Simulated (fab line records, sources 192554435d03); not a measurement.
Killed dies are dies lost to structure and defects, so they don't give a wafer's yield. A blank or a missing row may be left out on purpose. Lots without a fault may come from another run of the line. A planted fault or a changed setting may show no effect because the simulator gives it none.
Chamber matching | flow n5_finfet | N5_HKMG_FIN_ETCH_32 on rie_diel-01: 4 sister chambers
The step etches SOC in N2/H2, target depth 240 nm, time 300 s. 4 wafers are shown with their chamber, then 10 later ones without.

WAFERS WITH THEIR CHAMBER
wafer  | chamber | showerhead_plenum_p_Torr (Torr)
L077.5 | 1       | 2.73
L086.6 | 3       | 2.56
L087.2 | 2       | 2.58
L087.3 | 0       | 2.41

WAFERS WITHOUT THEIR CHAMBER
wafer  | showerhead_plenum_p_Torr (Torr)
L087.4 | 2.56
L089.2 | 2.72
L089.4 | 2.41
L089.5 | 2.72
L091.1 | 2.40
L091.5 | 2.55
L091.6 | 2.40
L093.2 | 2.55
L093.4 | 2.58
L093.6 | 2.40

WHICH CHAMBER EACH WENT THROUGH
wafer  | from the rows above | in truth
L087.4 | 3                   | 3
L089.2 | 1                   | 1
L089.4 | 0                   | 0
L089.5 | 1                   | 1
L091.1 | 0                   | 0
L091.5 | 3                   | 3
L091.6 | 0                   | 0
L093.2 | 3                   | 3
L093.4 | 2                   | 2
L093.6 | 0                   | 0
Placed correctly: 10 of 10. Can't be placed from these rows: 0. Placed wrongly: 0.
How it was worked out, from the rows above alone: a wafer's distance from a chamber is the root of the sum, over the readings, of the square of ((its reading less the chamber's mean) divided by the reading's scatter). The wafer belongs to the nearest chamber; if the next one is less than 2 further off, it can't be placed. A chamber's mean is the mean of its shown wafers. The scatter: with one shown wafer a chamber, the root of the mean of the squares of how far each hidden wafer lies from its nearest shown one.
